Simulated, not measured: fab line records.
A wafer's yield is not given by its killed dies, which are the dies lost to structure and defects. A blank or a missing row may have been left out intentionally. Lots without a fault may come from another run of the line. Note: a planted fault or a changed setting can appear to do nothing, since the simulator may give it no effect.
What tool caused it? :: flow n5Finfet :: 10 lots, 30 wafers sampled, at 3 steps of a route of 1938

## WHAT THE GAUGES READ, wafer by wafer
N5_BEOL_M4_RC_MEAS_101.
lot: L386
measured: day 8 06:04
on: prober-02
DIBL_N (mV/V): 34.3 35.2 35.5
DIBL_P (mV/V): 35.8 36.7 36.3
IOFF_N (nA/um): 0.140 0.143 0.152
IOFF_P (nA/um): 0.193 0.203 0.208
ION_N (uA/um): 663 666 671
ION_P (uA/um): 465 461 462
SS_N (mV/dec): 71.6 71.8 71.7
SS_P (mV/dec): 72.8 72.6 73.3
VT_N (mV): 250.5 251.5 249.1
VT_P (mV): -251 -251 -249

lot: L390
measured: day 9 18:49
on: prober-02
DIBL_N (mV/V): 38.8 35.9 37.8
DIBL_P (mV/V): 39.8 36.3 38.6
IOFF_N (nA/um): 0.211 0.160 0.187
IOFF_P (nA/um): 0.253 0.196 0.226
ION_N (uA/um): 694 677 679
ION_P (uA/um): 465 457 460
SS_N (mV/dec): 72.7 71.2 70.8
SS_P (mV/dec): 74.1 73.5 74.0
VT_N (mV): 248.9 250.0 249.7
VT_P (mV): -249 -253 -253

lot: L391
measured: day 9 20:58
on: prober-01
DIBL_N (mV/V): 36.2 35.4 36.4
DIBL_P (mV/V): 36.6 34.5 37.0
IOFF_N (nA/um): 0.161 0.140 0.168
IOFF_P (nA/um): 0.244 0.202 0.238
ION_N (uA/um): 670 670 679
ION_P (uA/um): 472 462 470
SS_N (mV/dec): 71.7 71.5 71.6
SS_P (mV/dec): 74.0 72.5 73.5
VT_N (mV): 248.0 250.6 248.6
VT_P (mV): -245 -246 -246

lot: L392
measured: day 10 00:01
on: prober-01
DIBL_N (mV/V): 38.3 35.9 37.5
DIBL_P (mV/V): 38.1 33.7 36.4
IOFF_N (nA/um): 0.188 0.130 0.166
IOFF_P (nA/um): 0.269 0.193 0.238
ION_N (uA/um): 683 663 663
ION_P (uA/um): 473 467 462
SS_N (mV/dec): 71.7 71.6 72.2
SS_P (mV/dec): 74.7 72.2 73.8
VT_N (mV): 248.0 253.9 250.4
VT_P (mV): -245 -249 -250

lot: L393
measured: day 10 11:13
on: prober-01
DIBL_N (mV/V): 36.3 37.1 36.9
DIBL_P (mV/V): 37.3 37.9 37.7
IOFF_N (nA/um): 0.169 0.187 0.176
IOFF_P (nA/um): 0.261 0.267 0.256
ION_N (uA/um): 678 673 689
ION_P (uA/um): 474 474 474
SS_N (mV/dec): 71.1 72.0 71.9
SS_P (mV/dec): 74.2 73.4 73.4
VT_N (mV): 248.6 245.1 248.4
VT_P (mV): -245 -243 -244

lot: L394
measured: day 10 18:02
on: prober-02
DIBL_N (mV/V): 36.5 36.8 37.5
DIBL_P (mV/V): 33.8 35.0 35.5
IOFF_N (nA/um): 0.151 0.151 0.163
IOFF_P (nA/um): 0.192 0.203 0.220
ION_N (uA/um): 676 678 677
ION_P (uA/um): 461 468 466
SS_N (mV/dec): 71.2 71.1 71.2
SS_P (mV/dec): 72.1 73.8 73.2
VT_N (mV): 250.4 249.4 249.3
VT_P (mV): -251 -251 -248

lot: L404
measured: day 13 00:58
on: prober-02
DIBL_N (mV/V): 36.2 35.5 36.5
DIBL_P (mV/V): 36.9 36.7 37.8
IOFF_N (nA/um): 0.150 0.149 0.161
IOFF_P (nA/um): 0.209 0.202 0.225
ION_N (uA/um): 667 673 674
ION_P (uA/um): 461 465 464
SS_N (mV/dec): 72.2 71.7 72.0
SS_P (mV/dec): 73.3 73.1 73.4
VT_N (mV): 252.9 250.4 252.8
VT_P (mV): -251 -252 -250

lot: L405
measured: day 13 06:30
on: prober-01
DIBL_N (mV/V): 36.0 35.5 34.7
DIBL_P (mV/V): 36.0 34.9 33.0
IOFF_N (nA/um): 0.152 0.131 0.125
IOFF_P (nA/um): 0.212 0.190 0.175
ION_N (uA/um): 674 667 667
ION_P (uA/um): 466 456 465
SS_N (mV/dec): 71.5 71.3 71.0
SS_P (mV/dec): 72.5 72.5 72.0
VT_N (mV): 253.1 253.4 252.4
VT_P (mV): -250 -251 -250

lot: L407
measured: day 13 13:08
on: prober-01
DIBL_N (mV/V): 35.8 34.8 37.9
DIBL_P (mV/V): 38.6 37.1 40.1
IOFF_N (nA/um): 0.164 0.143 0.199
IOFF_P (nA/um): 0.217 0.193 0.236
ION_N (uA/um): 677 677 686
ION_P (uA/um): 454 461 458
SS_N (mV/dec): 71.6 70.9 73.0
SS_P (mV/dec): 73.5 73.4 74.4
VT_N (mV): 248.1 252.1 248.2
VT_P (mV): -249 -250 -249

lot: L408
measured: day 13 16:08
on: prober-02
DIBL_N (mV/V): 37.0 36.4 36.7
DIBL_P (mV/V): 36.3 36.3 36.4
IOFF_N (nA/um): 0.169 0.166 0.173
IOFF_P (nA/um): 0.218 0.213 0.222
ION_N (uA/um): 677 682 680
ION_P (uA/um): 459 464 464
SS_N (mV/dec): 72.2 71.4 72.0
SS_P (mV/dec): 72.9 74.0 73.8
VT_N (mV): 249.2 247.6 247.2
VT_P (mV): -251 -252 -249

N5_MIM_BOT_LITHO_CD_MEAS_08 targets a cd of 3000 nm.
lot: L386
measured: day 12 09:37
on: cdSem-01
cdNm (nm): 3000.9 3000.9 2998.3

lot: L390
measured: day 13 14:36
on: cdSem-01
cdNm (nm): 2999.4 3000.5 2999.4

lot: L391
measured: day 13 14:38
on: cdSem-03
cdNm (nm): 2998.7 2999.3 2998.3

lot: L392
measured: day 13 15:02
on: cdSem-02
cdNm (nm): 2998.9 2999.8 2999.7

lot: L393
measured: day 13 22:21
on: cdSem-01
cdNm (nm): 2998.0 2998.3 2998.4

lot: L394
measured: day 14 08:09
on: cdSem-02
cdNm (nm): 2999.3 3000.6 2999.9

lot: L404
measured: day 16 14:11
on: cdSem-03
cdNm (nm): 2997.0 2998.4 2998.7

lot: L405
measured: day 16 18:16
on: cdSem-03
cdNm (nm): 2998.9 2997.9 3000.2

lot: L407
measured: day 17 07:28
on: cdSem-03
cdNm (nm): 2999.6 3000.1 3000.7

lot: L408
measured: day 17 16:40
on: cdSem-02
cdNm (nm): 3000.6 3001.1 3001.4

N5_PASSIVATION_OVL_MEAS_60.
lot: L386
measured: day 12 12:58
on: overlay-01
TV_OVL (nm): -10 -9 -3

lot: L390
measured: day 13 16:09
on: overlay-01
TV_OVL (nm): 2 -2 -3

lot: L391
measured: day 13 16:35
on: overlay-01
TV_OVL (nm): 1 1 3

lot: L392
measured: day 13 18:28
on: overlay-01
TV_OVL (nm): 7 4 0

lot: L393
measured: day 13 23:47
on: overlay-01
TV_OVL (nm): -6 -10 -10

lot: L394
measured: day 14 09:43
on: overlay-02
TV_OVL (nm): 14 13 11

lot: L404
measured: day 16 15:42
on: overlay-02
TV_OVL (nm): -2 1 -1

lot: L405
measured: day 16 19:47
on: overlay-02
TV_OVL (nm): 7 -5 -4

lot: L407
measured: day 17 10:02
on: overlay-02
TV_OVL (nm): -2 -2 3

lot: L408
measured: day 17 20:49
on: overlay-02
TV_OVL (nm): 3 3 -5

## WHICH TOOL RAN EACH LOT (tool, then ch and the chambers of the sampled wafers, then the start)
The record holds no process step before these readings.

## AS READ BY THE TOOLS THEMSELVES (means over the sampled wafers that have a number; for cases with no such wafer, the mark the record gives instead)
The record holds no such reading with a usual standard deviation.

## THE ANSWER, worked out from the rows above alone
Rule: the usual values come from the lots themselves. Put in order of their means at a reading, lots are off if they are a third of the lots or fewer, leave a main group of 4 or more, and stand apart from it by a gap of 3 or more times the standard deviation of the main group's means; of several such gaps the widest counts. The tables above print the reading to a certain number of digits; a main group whose means all agree to those digits is not used. Also off: a lot with no number at a reading for which 4 or more lots have one. All remaining lots with rows at the step are treated as sound. Order of review: gauges by route order, followed by the tools' own readings, for which a lot's mean as printed above is used. The first step at which some lot is off is used, and at that step the reading that is off furthest; a lot without a number counts as furthest.
Nothing can be told from this: no lot is off at any reading shown.

## WHAT HAD BEEN PUT IN BY THE SIMULATOR
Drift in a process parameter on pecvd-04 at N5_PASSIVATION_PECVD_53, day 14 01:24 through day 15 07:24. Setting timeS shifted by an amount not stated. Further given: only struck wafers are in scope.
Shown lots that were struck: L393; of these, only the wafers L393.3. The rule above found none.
